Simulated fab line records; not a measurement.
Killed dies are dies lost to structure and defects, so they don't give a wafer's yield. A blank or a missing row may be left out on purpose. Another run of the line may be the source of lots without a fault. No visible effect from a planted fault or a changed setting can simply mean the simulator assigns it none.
fab line records -- flow n5Finfet
[record] lots = 7, wafers = 21
route steps=1938 shown WELL_APT@21 FIN_SAQP@147 FIN_CUT@169 DUMMY_GATE@228 SD_EPI_N@288
startH: start of the lot's first displayed wafer, in hours after the record's first day -- waitH: hours from the lot's prior step to this one -- " same as the row above -- L1.1+2: several wafers, shown together as one row -- - no value present, or no start provided -- * or withheld: withheld -- < > ~ a bound
route shown NAME@n: a module of which the file shows steps, and the number in the route of the first -- usual: average and standard deviation across the fault-free wafers -- same: alike in all rows -- chamber/n: place in a boat -- sites: each site's reading -- _std_site: standard deviation of those values -- _edge_site: mean of outer sites minus mean of inner sites -- radiusMm: how far each site lies from the wafer's centre -- mask NAME#n: copy n -- behind: the last tool/chamber to shape the wafer -- hold: why the lot went on hold/how many hours it stayed there/how the hold came to an end -- device: transistor that didn't switch, given as n, p or np -- end of line: at the end of the route, the tests of the same wafers -- where a step has no rows: the recipe by itself -- killed: dies that structure and defects cost at the first sort, which is not the same as the wafer's yield -- map: a wafer's dies, marking killed ones x, the rest . and places with no die _
set.NAME: the setting as run; set.NAME@STEP: as run at that earlier step -- model.NAME: the simulator's own value behind a step, which no gauge read
lots where settings were altered on purpose, with a table for each step and a row for each wafer
[[steps]]
[step N5_WELL_APT_COAT_02]
[recipe] spinRpm = 1357, resistThkNm = 950
lot.wafer,tool,chamber,startH,waitH,set.spinRpm,model.coat_of_WELL_APT_COAT_02.thkNm
L074.1,lithoTrack-03,0,-,-,1357,948.4
L074.2,lithoTrack-03,0,-,-,1357,949
L074.3,lithoTrack-03,0,-,-,1357,948.7
L075.1,lithoTrack-05,0,-,-,1509,906.5
L075.3,lithoTrack-05,0,-,-,1509,903.6
L075.5,lithoTrack-05,0,-,-,1357,953.9
L081.2,lithoTrack-02,0,-,-,1357,952.1
L081.3,lithoTrack-02,0,-,-,1357,952.4
L081.4,lithoTrack-02,0,-,-,1357,952.7
L084.3,lithoTrack-05,0,-,-,1450,917.6
L084.4,lithoTrack-05,0,-,-,1357,954.3
L084.6,lithoTrack-05,0,-,-,1357,949.9
L085.1,lithoTrack-05,0,-,-,1357,956.8
L085.2,lithoTrack-05,0,-,-,1232,1000
L085.6,lithoTrack-05,0,-,-,1232,1001
L092.2,lithoTrack-02,0,-,-,1357,951
L092.3,lithoTrack-02,0,-,-,1357,949.7
L092.5,lithoTrack-02,0,-,-,1357,949
L094.2,lithoTrack-02,0,-,-,1357,946.4
L094.3,lithoTrack-02,0,-,-,1357,947.1
L094.6,lithoTrack-02,0,-,-,1357,947.3
[step N5_WELL_APT_PEB_06]
[recipe] pebTempC = 130, pebTimeS = 90
lot.wafer,tool,chamber,startH,waitH,set.pebTimeS
L074.1+2+3,lithoTrack-03,0,13.70,0.1,90
L075.1+3+5,lithoTrack-03,0,19.71,0.1,90
L081.2+3+4,lithoTrack-02,0,55.57,0.0,90
L084.3+6,lithoTrack-03,0,73.56,0.0,90
L084.4,lithoTrack-03,0,73.56,0.0,69.76
L085.1+2+6,lithoTrack-02,0,79.57,0.1,90
L092.2+3,lithoTrack-03,0,121.57,0.0,73.53
L092.5,lithoTrack-03,0,121.57,0.0,90
L094.2+3,lithoTrack-05,0,133.63,0.0,90
L094.6,lithoTrack-05,0,133.63,0.0,106.8
[step N5_WELL_APT_DEVELOP_07]
[recipe] developTimeS = 45, rinseLiquid = surfactantRinse, dry = airSpin, devTempC = 21
[step N5_WELL_APT_HARDBAKE_12]
[recipe] tempC = 130, timeS = 120
[step N5_WELL_APT_CD_MEAS_08]
[recipe] targetCdNm = 200, landingEnergyEv = 500, detector = seInlens
[usual] cdNm = 200.6/1.6
lot.wafer,tool,chamber,startH,waitH,set.pebTimeS@WELL_APT_PEB_06,cdNm
L074.1,cdSem-02,0,13.82,-,90,201.0
L074.2,cdSem-02,0,13.82,-,90,198.0
L074.3,cdSem-02,0,13.82,-,90,198.1
L075.1,cdSem-02,0,19.83,-,90,202.8
L075.3,cdSem-02,0,19.83,-,90,201.3
L075.5,cdSem-02,0,19.83,-,90,199.2
L081.2,cdSem-03,0,55.68,-,90,200.7
L081.3,cdSem-03,0,55.68,-,90,200.3
L081.4,cdSem-03,0,55.68,-,90,200.0
L084.3,cdSem-01,0,73.68,-,90,203.1
L084.4,cdSem-01,0,73.68,-,69.76,191.7
L084.6,cdSem-01,0,73.68,-,90,201.9
L085.1,cdSem-01,0,79.68,-,90,202.0
L085.2,cdSem-01,0,79.68,-,90,198.7
L085.6,cdSem-01,0,79.68,-,90,199.9
L092.2,cdSem-02,0,121.69,-,73.53,189.6
L092.3,cdSem-02,0,121.69,-,73.53,192.4
L092.5,cdSem-02,0,121.69,-,90,199.6
L094.2,cdSem-03,0,133.75,-,90,200.6
L094.3,cdSem-03,0,133.75,-,90,200.0
L094.6,cdSem-03,0,133.75,-,106.8,207.7
[step N5_WELL_APT_DESCUM_13]
[recipe] chemistry = O2, timeS = 7.9, sourcePowerW = 50, biasPowerW = 20, pressureMtorr = 20, rfFrequencyHz = 2.712e+07, tempC = 40, o2FlowSccm = 225
lot.wafer,tool,chamber,startH,waitH,set.pebTimeS@WELL_APT_PEB_06,model.WELL_APT.cdNm
L074.1,rieDiel-06,1,14.21,0.3,90,200.8
L074.2,rieDiel-06,0,14.21,0.3,90,198.1
L074.3,rieDiel-06,2,14.21,0.3,90,198.2
L075.1,rieDiel-01,3,20.07,0.2,90,202.5
L075.3,rieDiel-01,2,20.07,0.2,90,201.2
L075.5,rieDiel-01,1,20.07,0.2,90,199.4
L081.2,rieDiel-06,3,55.77,0.0,90,200.6
L081.3,rieDiel-06,0,55.77,0.0,90,200.3
L081.4,rieDiel-06,2,55.77,0.0,90,200
L084.3,rieDiel-06,3,73.77,0.0,90,203
L084.4,rieDiel-06,0,73.77,0.0,69.76,191.6
L084.6,rieDiel-06,1,73.77,0.0,90,201.9
L085.1,rieDiel-01,3,79.77,0.0,90,201.9
L085.2,rieDiel-01,1,79.77,0.0,90,198.7
L085.6,rieDiel-01,3,79.77,0.0,90,199.8
L092.2,rieDiel-03,1,121.87,0.1,73.53,189.8
L092.3,rieDiel-03,2,121.87,0.1,73.53,192.6
L092.5,rieDiel-03,3,121.87,0.1,90,199.2
L094.2,rieDiel-01,0,133.84,0.0,90,200.5
L094.3,rieDiel-01,1,133.84,0.0,90,200.2
L094.6,rieDiel-01,2,133.84,0.0,106.8,207.1
[step N5_FIN_SAQP_FIN_ETCH_36]
[recipe] chemistry = HBr/Cl2/O2, targetDepthA = 1200, maskMaterial = SiNx, timeS = 50.4, biasW = 102, pressureMtorr = 10, icpW = 800, HBr_flow_sccm = 150, Cl2_flow_sccm = 80, O2_flow_sccm = 12
lot.wafer,tool,chamber,startH,waitH,set.icpW,model.FIN_SAQP.featureDepthNm,model.etch.depthNm
L074.1,rieSi-04,1,27.13,0.0,800,121.8,121.7
L074.2,rieSi-04,2,27.13,0.0,800,120.6,120.7
L074.3,rieSi-04,0,27.13,0.0,800,121,120.9
L075.1,rieSi-04,1,32.38,0.0,800,120.8,120.8
L075.3,rieSi-04,3,32.38,0.0,800,117.2,117.1
L075.5,rieSi-04,2,32.38,0.0,800,119.2,119.2
L081.2,rieSi-05,3,68.67,0.0,800,119.6,119.6
L081.3,rieSi-05,0,68.67,0.0,900.2,125.6,125.6
L081.4,rieSi-05,1,68.67,0.0,800,121.6,121.6
L084.3,rieSi-05,3,87.03,0.0,710.9,115,115.1
L084.4,rieSi-05,2,87.03,0.0,710.9,111.8,111.9
L084.6,rieSi-05,3,87.03,0.0,800,120.4,120.5
L085.1,rieSi-05,1,95.32,0.0,800,119.6,119.6
L085.2,rieSi-05,0,95.32,0.0,665.8,108.2,108.2
L085.6,rieSi-05,1,95.32,0.0,665.8,110.6,110.7
L092.2,rieSi-05,3,135.88,0.0,800,119.6,119.6
L092.3,rieSi-05,0,135.88,0.0,800,118.8,118.8
L092.5,rieSi-05,0,135.88,0.0,800,118.4,118.3
L094.2,rieSi-05,1,147.85,0.0,749.5,117,116.9
L094.3,rieSi-05,0,147.85,0.0,800,120,120
L094.6,rieSi-05,0,147.85,0.0,749.5,116.4,116.4
[step N5_FIN_SAQP_PRECLEAN_38]
[recipe] chemistry = O3/DIW, timeS = 45, tempC = 22, o3Ppm = 10
[step N5_FIN_SAQP_PRECLEAN_45]
[recipe] chemistry = dHF, timeS = 10, dilution = 500:1, tempC = 25
[step N5_FIN_SAQP_SRD_39]
[recipe] dry = ipaMarangoni, timeS = 30, tempC = 23, rinseLiquid = diw
[step N5_FIN_SAQP_OCD_MEAS_76]
[usual] trenchDepthNm = 120.1/1.5
lot.wafer,tool,chamber,startH,waitH,set.icpW@FIN_SAQP_FIN_ETCH_36,trenchDepthNm
L074.1,ocd-01,-,27.36,0.0,800,121.7
L074.2,ocd-01,-,27.36,0.0,800,120.8
L074.3,ocd-01,-,27.36,0.0,800,121.2
L075.1,ocd-02,-,32.60,0.0,800,120.8
L075.3,ocd-02,-,32.60,0.0,800,117.2
L075.5,ocd-02,-,32.60,0.0,800,119.2
L081.2,ocd-02,-,68.89,0.0,800,119.6
L081.3,ocd-02,-,68.89,0.0,900.2,126.1
L081.4,ocd-02,-,68.89,0.0,800,121.2
L084.3,ocd-01,-,87.25,0.0,710.9,115.4
L084.4,ocd-01,-,87.25,0.0,710.9,111.8
L084.6,ocd-01,-,87.25,0.0,800,120.7
L085.1,ocd-02,-,95.54,0.0,800,119.5
L085.2,ocd-02,-,95.54,0.0,665.8,107.6
L085.6,ocd-02,-,95.54,0.0,665.8,110.6
L092.2,ocd-01,-,136.10,0.0,800,119.1
L092.3,ocd-01,-,136.10,0.0,800,118.9
L092.5,ocd-01,-,136.10,0.0,800,118.8
L094.2,ocd-02,-,148.07,0.0,749.5,116.6
L094.3,ocd-02,-,148.07,0.0,800,120.2
L094.6,ocd-02,-,148.07,0.0,749.5,116.4
[step N5_FIN_CUT_ETCH_21]
[recipe] chemistry = N2/H2, target = SOC, targetDepthA = 2190, overetchA = 438, maskMaterial = SiARC, tempC = 40, ionEnergyEv = 100, biasW = 61, timeS = 523.5, pressureMtorr = 30, sourceW = 850, n2FlowSccm = 200, h2FlowSccm = 200
lot.wafer,tool,chamber,startH,waitH,set.timeS,model.SiARC_of_FIN_CUT_COAT_19.thkNm
L074.1,rieDiel-02,1,27.91,0.0,523.5,12.4
L074.2,rieDiel-02,3,27.91,0.0,523.5,12
L074.3,rieDiel-02,2,27.91,0.0,523.5,11.8
L075.1+5,rieDiel-04,"2,1",33.15,0.0,523.5,12
L075.3,rieDiel-04,0,33.15,0.0,523.5,12.2
L081.2,rieDiel-05,3,69.66,0.0,523.5,12.4
L081.3,rieDiel-05,1,69.66,0.0,593.7,10.8
L081.4,rieDiel-05,2,69.66,0.0,523.5,12
L084.3,rieDiel-02,1,87.80,0.0,523.5,12.2
L084.4+6,rieDiel-02,3,87.80,0.0,416.8,13.8
L085.1+6,rieDiel-05,3,96.09,0.0,523.5,12.2
L085.2,rieDiel-05,0,96.09,0.0,523.5,12
L092.2,rieDiel-02,2,136.69,0.0,523.5,11.8
L092.3,rieDiel-02,3,136.69,0.0,484.3,12.8
L092.5,rieDiel-02,3,136.69,0.0,523.5,12
L094.2,rieDiel-02,2,148.72,0.0,486.4,12.4
L094.3,rieDiel-02,3,148.72,0.0,486.4,12.6
L094.6,rieDiel-02,3,148.72,0.0,523.5,12.2
[step N5_FIN_CUT_CUT_ETCH_26]
[recipe] chemistry = CH3F/O2, target = SiNx, targetDepthA = 390, maskMaterial = SOC, timeS = 55.7, pressureMtorr = 30, sourceW = 395, biasW = 73, Ar_flow_sccm = 150, CH3F_flow_sccm = 30, O2_flow_sccm = 20, ionEnergyEv = 120
[usual] rfVppV = 298.9/2.6
lot.wafer,tool,chamber,startH,waitH,set.sourceW,rfVppV
L074.1,rieDiel-02,1,28.25,0.0,395,299.6
L074.2,rieDiel-02,3,28.25,0.0,395,296.7
L074.3,rieDiel-02,2,28.25,0.0,395,302.2
L075.1,rieDiel-04,2,33.50,0.0,326.5,323.7
L075.3,rieDiel-04,0,33.50,0.0,326.5,330.8
L075.5,rieDiel-04,1,33.50,0.0,326.5,329.8
L081.2,rieDiel-05,3,70.00,0.0,395,299.0
L081.3,rieDiel-05,1,70.00,0.0,435.1,282.7
L081.4,rieDiel-05,2,70.00,0.0,435.1,279.4
L084.3,rieDiel-02,1,88.14,0.0,395,296.6
L084.4,rieDiel-02,3,88.14,0.0,395,299.4
L084.6,rieDiel-02,3,88.14,0.0,395,298.4
L085.1,rieDiel-05,3,96.43,0.0,461.9,277.5
L085.2,rieDiel-05,0,96.43,0.0,395,299.8
L085.6,rieDiel-05,3,96.43,0.0,461.9,277.9
L092.2,rieDiel-02,2,137.04,0.0,354.3,316.0
L092.3,rieDiel-02,3,137.04,0.0,354.3,314.0
L092.5,rieDiel-02,3,137.04,0.0,354.3,311.8
L094.2,rieDiel-02,2,149.06,0.0,452.5,281.2
L094.3,rieDiel-02,3,149.06,0.0,395,297.5
L094.6,rieDiel-02,3,149.06,0.0,395,300.2
[step N5_FIN_CUT_CUT_ETCH_27]
[recipe] chemistry = CHF3/O2, target = SiO2, targetDepthA = 40, maskMaterial = SOC, overetchA = 20, timeS = 4.9, pressureMtorr = 30, sourceW = 650, biasW = 170, Ar_flow_sccm = 200, CHF3_flow_sccm = 50, O2_flow_sccm = 5, ionEnergyEv = 200
[usual] oesProductAu = 0.58/0.046
lot.wafer,tool,chamber,startH,waitH,set.timeS@FIN_CUT_ETCH_21,oesProductAu
L074.1,rieDiel-02,1,28.30,0.0,523.5,0.56
L074.2,rieDiel-02,3,28.30,0.0,523.5,0.56
L074.3,rieDiel-02,2,28.30,0.0,523.5,0.57
L075.1,rieDiel-04,2,33.54,0.0,523.5,0.57
L075.3,rieDiel-04,0,33.54,0.0,523.5,0.60
L075.5,rieDiel-04,1,33.54,0.0,523.5,0.60
L081.2,rieDiel-05,3,70.05,0.0,523.5,0.54
L081.3,rieDiel-05,1,70.05,0.0,593.7,0.74
L081.4,rieDiel-05,2,70.05,0.0,523.5,0.60
L084.3,rieDiel-02,1,88.19,0.0,523.5,0.55
L084.4,rieDiel-02,3,88.19,0.0,416.8,0.30
L084.6,rieDiel-02,3,88.19,0.0,416.8,0.30
L085.1,rieDiel-05,3,96.48,0.0,523.5,0.55
L085.2,rieDiel-05,0,96.48,0.0,523.5,0.59
L085.6,rieDiel-05,3,96.48,0.0,523.5,0.54
L092.2,rieDiel-02,2,137.08,0.0,523.5,0.55
L092.3,rieDiel-02,3,137.08,0.0,484.3,0.53
L092.5,rieDiel-02,3,137.08,0.0,523.5,0.53
L094.2,rieDiel-02,2,149.11,0.0,486.4,0.54
L094.3,rieDiel-02,3,149.11,0.0,486.4,0.53
L094.6,rieDiel-02,3,149.11,0.0,523.5,0.53
[step N5_DUMMY_GATE_EXPOSE_12]
[recipe] maskId = GATE, na = 0.33, sourceShape = annular, sigmaInner = 0.2, sigmaOuter = 0.6, polarization = unpolarized, targetCdNm = 25, doseMj = 34
lot.wafer,tool,chamber,startH,waitH,mask,set.doseMj
L074.1+2+3,euvScanner-02,0,45.99,-,GATE#0,34
L075.1,euvScanner-01,0,51.96,-,GATE#0,32.81
L075.3+5,euvScanner-01,0,51.96,-,GATE#0,34
L081.2+3,euvScanner-02,0,91.27,-,GATE#0,35.76
L081.4,euvScanner-02,0,91.27,-,GATE#0,34
L084.3+4+6,euvScanner-02,0,106.59,-,GATE#0,34
L085.1+6,euvScanner-02,0,114.56,-,GATE#0,34
L085.2,euvScanner-02,0,114.56,-,GATE#0,32.44
L092.2+3,euvScanner-02,0,154.83,-,GATE#0,34
L092.5,euvScanner-02,0,154.83,-,GATE#0,31.48
L094.2+6,euvScanner-02,0,170.04,-,GATE#0,33.21
L094.3,euvScanner-02,0,170.04,-,GATE#0,34
[step N5_DUMMY_GATE_PEB_13]
[recipe] pebTempC = 100, pebTimeS = 60, resist = CAR-EUV
[step N5_DUMMY_GATE_DEVELOP_14]
[recipe] developTimeS = 30, developer = TMAH, resist = CAR-EUV, rinseLiquid = surfactantRinse, dry = airSpin, devTempC = 23
[step N5_DUMMY_GATE_CD_MEAS_15]
[recipe] targetCdNm = 25.8, landingEnergyEv = 500, detector = seInlens
[usual] cdNm = 24.90/0.24
lot.wafer,tool,chamber,startH,waitH,set.doseMj@DUMMY_GATE_EXPOSE_12,cdNm
L074.1,cdSem-01,0,46.11,-,34,24.94
L074.2,cdSem-01,0,46.11,-,34,24.57
L074.3,cdSem-01,0,46.11,-,34,24.56
L075.1,cdSem-02,0,52.09,-,32.81,25.73
L075.3,cdSem-02,0,52.09,-,34,24.90
L075.5,cdSem-02,0,52.09,-,34,25.04
L081.2,cdSem-03,0,91.40,-,35.76,23.88
L081.3,cdSem-03,0,91.40,-,35.76,23.76
L081.4,cdSem-03,0,91.40,-,34,24.94
L084.3,cdSem-02,0,106.71,-,34,24.88
L084.4,cdSem-02,0,106.71,-,34,24.77
L084.6,cdSem-02,0,106.71,-,34,25.10
L085.1,cdSem-02,0,114.69,-,34,24.93
L085.2,cdSem-02,0,114.69,-,32.44,25.95
L085.6,cdSem-02,0,114.69,-,34,25.53
L092.2,cdSem-01,0,154.95,-,34,24.66
L092.3,cdSem-01,0,154.95,-,34,24.74
L092.5,cdSem-01,0,154.95,-,31.48,26.28
L094.2,cdSem-01,0,170.16,-,33.21,25.40
L094.3,cdSem-01,0,170.16,-,34,25.17
L094.6,cdSem-01,0,170.16,-,33.21,25.58
[step N5_DUMMY_GATE_STRIP_38]
[recipe] chemistry = N2/H2, tempC = 40, n2FlowSccm = 200, h2FlowSccm = 200, rfFrequencyHz = 6e+07
[step N5_DUMMY_GATE_STRIP_39]
[recipe] chemistry = N2/H2, tempC = 40, n2FlowSccm = 200, h2FlowSccm = 200, rfFrequencyHz = 6e+07
[step N5_DUMMY_GATE_TRIM_49]
[recipe] chemistry = O2, resist = SOC, timeS = 29, targetCdNm = 14, sourcePowerW = 300, biasPowerW = 0, O2_flow_sccm = 100, tempC = 20
lot.wafer,tool,chamber,startH,waitH,set.doseMj@DUMMY_GATE_EXPOSE_12,model.DUMMY_GATE.cdNm
L074.1,rieSi-02,3,46.62,0.0,34,14.4
L074.2+3,rieSi-02,"2,1",46.62,0.0,34,14
L075.1,rieSi-02,2,52.44,0.0,32.81,14.8
L075.3,rieSi-02,0,52.44,0.0,34,14
L075.5,rieSi-02,2,52.44,0.0,34,14.4
L081.2,rieSi-06,1,91.76,0.0,35.76,13.4
L081.3,rieSi-06,2,91.76,0.0,35.76,13.2
L081.4,rieSi-06,0,91.76,0.0,34,14.6
L084.3+4+6,rieSi-02,"3,2,3",107.25,0.0,34,14.2
L085.1,rieSi-01,0,115.12,0.0,34,14
L085.2,rieSi-01,3,115.12,0.0,32.44,15
L085.6,rieSi-01,3,115.12,0.0,34,14.2
L092.2,rieSi-01,2,156.10,0.0,34,14.4
L092.3,rieSi-01,0,156.10,0.0,34,13.6
L092.5,rieSi-01,1,156.10,0.0,31.48,15
L094.2,rieSi-01,1,170.52,0.0,33.21,14.2
L094.3,rieSi-01,2,170.52,0.0,34,14
L094.6,rieSi-01,1,170.52,0.0,33.21,14.6
[step N5_DUMMY_GATE_STRIP_40]
[recipe] chemistry = CF4, resist = SiARC, powerW = 300, biasPowerW = 75, pressureMtorr = 50, cf4FlowSccm = 150, rfFrequencyHz = 6e+07
[step N5_DUMMY_GATE_ETCH_32]
[recipe] chemistry = CF4, target = SiO2, targetDepthA = 35, timeS = 3.9, ionEnergyEv = 350, pressureMtorr = 10, icpW = 800, biasW = 400, cf4FlowSccm = 80
[step N5_DUMMY_GATE_ETCH_23]
[recipe] chemistry = HBr/Cl2/O2, HBr_flow_sccm = 150, Cl2_flow_sccm = 80, O2_flow_sccm = 12, biasW = 102, targetDepthA = 410, timeS = 22.3, target = poly-Si, maskMaterial = SiO2, pressureMtorr = 10, icpW = 800
[step N5_DUMMY_GATE_ETCH_44]
[recipe] chemistry = HBr/O2, overEtchFrac = 0.7, targetDepthA = 1275, stopOn = SiO2, ionEnergyEv = 60, biasW = 20, target = poly-Si, maskMaterial = SiO2, pressureMtorr = 20, icpW = 400, HBr_flow_sccm = 120, O2_flow_sccm = 10
lot.wafer,tool,chamber,startH,waitH,set.doseMj@DUMMY_GATE_EXPOSE_12,model.DUMMY_GATE.cdNm
L074.1+2,rieSi-06,"3,1",47.24,0.0,34,15.2
L074.3,rieSi-06,0,47.24,0.0,34,15
L075.1,rieSi-01,3,52.98,0.0,32.81,16.2
L075.3+5,rieSi-01,"0,3",52.98,0.0,34,15.6
L081.2,rieSi-02,2,92.29,0.0,35.76,14.2
L081.3,rieSi-02,0,92.29,0.0,35.76,14.4
L081.4,rieSi-02,1,92.29,0.0,34,15.6
L084.3+6,rieSi-01,"1,3",107.85,0.0,34,15.2
L084.4,rieSi-01,3,107.85,0.0,34,15.4
L085.1+6,rieSi-06,2,115.94,0.0,34,15.4
L085.2,rieSi-06,1,115.94,0.0,32.44,16.2
L092.2,rieSi-02,3,156.85,0.0,34,15.4
L092.3,rieSi-02,2,156.85,0.0,34,14.6
L092.5,rieSi-02,2,156.85,0.0,31.48,16
L094.2,rieSi-06,1,171.05,0.0,33.21,15.2
L094.3,rieSi-06,0,171.05,0.0,34,14.8
L094.6,rieSi-06,0,171.05,0.0,33.21,15.4
[step N5_SD_EPI_N_EPI_21]
[recipe] material = Si:P, dopant = P, tempC = 680, pressureTorr = 255, timeS = 690
lot.wafer,tool,chamber,startH,waitH,set.tempC,model.Si-P_of_SD_EPI_N_EPI_21.thkNm
L074.1,epiRpcvd-02,0,50.51,0.1,680,58.4
L074.2,epiRpcvd-02,0,50.51,0.1,680,58.8
L074.3,epiRpcvd-02,0,50.51,0.1,680,59
L075.1,epiRpcvd-01,0,56.16,0.1,680,59.6
L075.3,epiRpcvd-01,0,56.16,0.1,680,59.2
L075.5,epiRpcvd-01,0,56.16,0.1,680,59.4
L081.2,epiRpcvd-01,0,96.78,0.5,680,60
L081.3,epiRpcvd-01,0,96.78,0.5,683.6,63.8
L081.4,epiRpcvd-01,0,96.78,0.5,683.6,63.6
L084.3,epiRpcvd-02,0,111.92,0.9,680,60
L084.4,epiRpcvd-02,0,111.92,0.9,680,59
L084.6,epiRpcvd-02,0,111.92,0.9,680,59.4
L085.1,epiRpcvd-01,0,119.34,0.2,680,58.8
L085.2,epiRpcvd-01,0,119.34,0.2,684,63.6
L085.6,epiRpcvd-01,0,121.21,1.9,684,62.4
L092.2+3,epiRpcvd-02,0,161.00,0.5,684.5,64.4
L092.5,epiRpcvd-02,0,162.12,1.5,680,59.6
L094.2,epiRpcvd-04,0,174.72,0.4,677.3,57
L094.3,epiRpcvd-04,0,174.72,0.4,680,60.4
L094.6,epiRpcvd-04,0,174.72,0.4,677.3,57.8
[step N5_SD_EPI_N_EPI_MEAS_23]
[recipe] mode = xrd
[usual] thkNm = 59.5/1.2
lot.wafer,tool,chamber,startH,waitH,set.tempC@SD_EPI_N_EPI_21,thkNm
L074.1,filmMetro-01,-,52.23,1.4,680,59.1
L074.2,filmMetro-01,-,52.23,1.4,680,58.6
L074.3,filmMetro-01,-,52.23,1.4,680,58.7
L075.1,filmMetro-02,-,57.87,1.4,680,59.2
L075.3,filmMetro-02,-,57.87,1.4,680,60.0
L075.5,filmMetro-02,-,57.87,1.4,680,58.8
L081.2,filmMetro-02,-,98.68,1.5,680,60.1
L081.3,filmMetro-02,-,98.68,1.5,683.6,64.7
L081.4,filmMetro-02,-,98.68,1.5,683.6,64.9
L084.3,filmMetro-02,-,113.45,1.2,680,60.0
L084.4,filmMetro-02,-,113.45,1.2,680,58.6
L084.6,filmMetro-02,-,113.45,1.2,680,59.3
L085.1,filmMetro-01,-,121.62,1.9,680,58.3
L085.2,filmMetro-01,-,121.62,1.9,684,64.8
L085.6,filmMetro-01,-,121.62,1.9,684,63.9
L092.2,filmMetro-01,-,162.91,1.5,684.5,63.9
L092.3,filmMetro-01,-,162.91,1.5,684.5,64.2
L092.5,filmMetro-01,-,162.91,1.5,680,62.0
L094.2,filmMetro-02,-,176.17,1.2,677.3,56.6
L094.3,filmMetro-02,-,176.17,1.2,680,59.9
L094.6,filmMetro-02,-,176.17,1.2,677.3,58.4
[[key]]
[split] step = N5_WELL_APT_COAT_02, setting = spinRpm, stated = 1357, by = wafer
[response] step = N5_WELL_APT_COAT_02, reading = model.coat_of_WELL_APT_COAT_02.thkNm, change = -4.62, per = 1%, r = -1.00
[split] step = N5_WELL_APT_PEB_06, setting = pebTimeS, stated = 90, by = wafer
[response] step = N5_WELL_APT_CD_MEAS_08, reading = cdNm, change = +0.453, per = 1%, r = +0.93
[response] step = N5_WELL_APT_DESCUM_13, reading = model.WELL_APT.cdNm, change = +0.434, per = 1%, r = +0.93
[split] step = N5_FIN_SAQP_FIN_ETCH_36, setting = icpW, stated = 800, by = wafer
[response] step = N5_FIN_SAQP_FIN_ETCH_36, reading = model.FIN_SAQP.featureDepthNm, change = +0.552, per = 1%, r = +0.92
[response] step = N5_FIN_SAQP_FIN_ETCH_36, reading = model.etch.depthNm, change = +0.552, per = 1%, r = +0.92
[response] step = N5_FIN_SAQP_OCD_MEAS_76, reading = trenchDepthNm, change = +0.578, per = 1%, r = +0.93
[split] step = N5_FIN_CUT_ETCH_21, setting = timeS, stated = 523.5, by = wafer
[response] step = N5_FIN_CUT_ETCH_21, reading = model.SiARC_of_FIN_CUT_COAT_19.thkNm, change = -0.0859, per = 1%, r = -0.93
[response] step = N5_FIN_CUT_CUT_ETCH_27, reading = oesProductAu, change = +0.0105, per = 1%, r = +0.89
[split] step = N5_FIN_CUT_CUT_ETCH_26, setting = sourceW, stated = 395, by = wafer
[response] step = N5_FIN_CUT_CUT_ETCH_26, reading = rfVppV, change = -1.35, per = 1%, r = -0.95
[split] step = N5_DUMMY_GATE_EXPOSE_12, setting = doseMj, stated = 34, by = wafer
[response] step = N5_DUMMY_GATE_CD_MEAS_15, reading = cdNm, change = -0.201, per = 1%, r = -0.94
[response] step = N5_DUMMY_GATE_TRIM_49, reading = model.DUMMY_GATE.cdNm, change = -0.177, per = 1%, r = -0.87
[response] step = N5_DUMMY_GATE_ETCH_44, reading = model.DUMMY_GATE.cdNm, change = -0.175, per = 1%, r = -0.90
[split] step = N5_SD_EPI_N_EPI_21, setting = tempC, stated = 680, by = wafer
[response] step = N5_SD_EPI_N_EPI_21, reading = model.Si-P_of_SD_EPI_N_EPI_21.thkNm, change = +7.2, per = 1%, r = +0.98
[response] step = N5_SD_EPI_N_EPI_MEAS_23, reading = thkNm, change = *, per = 1%, r = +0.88
